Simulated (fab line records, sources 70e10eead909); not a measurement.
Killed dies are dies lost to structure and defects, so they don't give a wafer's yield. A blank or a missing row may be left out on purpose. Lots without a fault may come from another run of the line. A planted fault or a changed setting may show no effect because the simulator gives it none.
Chamber matching | flow nand_harc | NHARC_A_STAIRCASE_DEP_471 on pecvd-04: 3 sister chambers
The step deposits SiO2, target thk 100 nm. 3 wafers are shown with their chamber, then 7 later ones without.

WAFERS WITH THEIR CHAMBER
wafer  | chamber | heater_power_w (W)
L080.6 | 1       | 432
L082.4 | 0       | 614
L082.5 | 2       | 473

WAFERS WITHOUT THEIR CHAMBER
wafer  | heater_power_w (W)
L082.6 | 346
L086.1 | 394
L086.2 | 501
L086.6 | 616
L092.2 | 485
L092.3 | 416
L092.5 | 500

WHICH CHAMBER EACH WENT THROUGH
wafer  | from the rows above     | in truth
L082.6 | can't be placed: 1 or 2 | 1
L086.1 | can't be placed: 1 or 2 | 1
L086.2 | can't be placed: 2 or 1 | 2
L086.6 | 0                       | 0
L092.2 | can't be placed: 2 or 1 | 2
L092.3 | can't be placed: 1 or 2 | 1
L092.5 | can't be placed: 2 or 1 | 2
Placed correctly: 1 of 7. Can't be placed from these rows: 6 (the true chamber is among the candidates in 6). Placed wrongly: 0.
How it was worked out, from the rows above alone: a wafer's distance from a chamber is the root of the sum, over the readings, of the square of ((its reading less the chamber's mean) divided by the reading's scatter). The wafer belongs to the nearest chamber; if the next one is less than 2 further off, it can't be placed. A chamber's mean is the mean of its shown wafers. The scatter: with one shown wafer a chamber, the root of the mean of the squares of how far each hidden wafer lies from its nearest shown one.
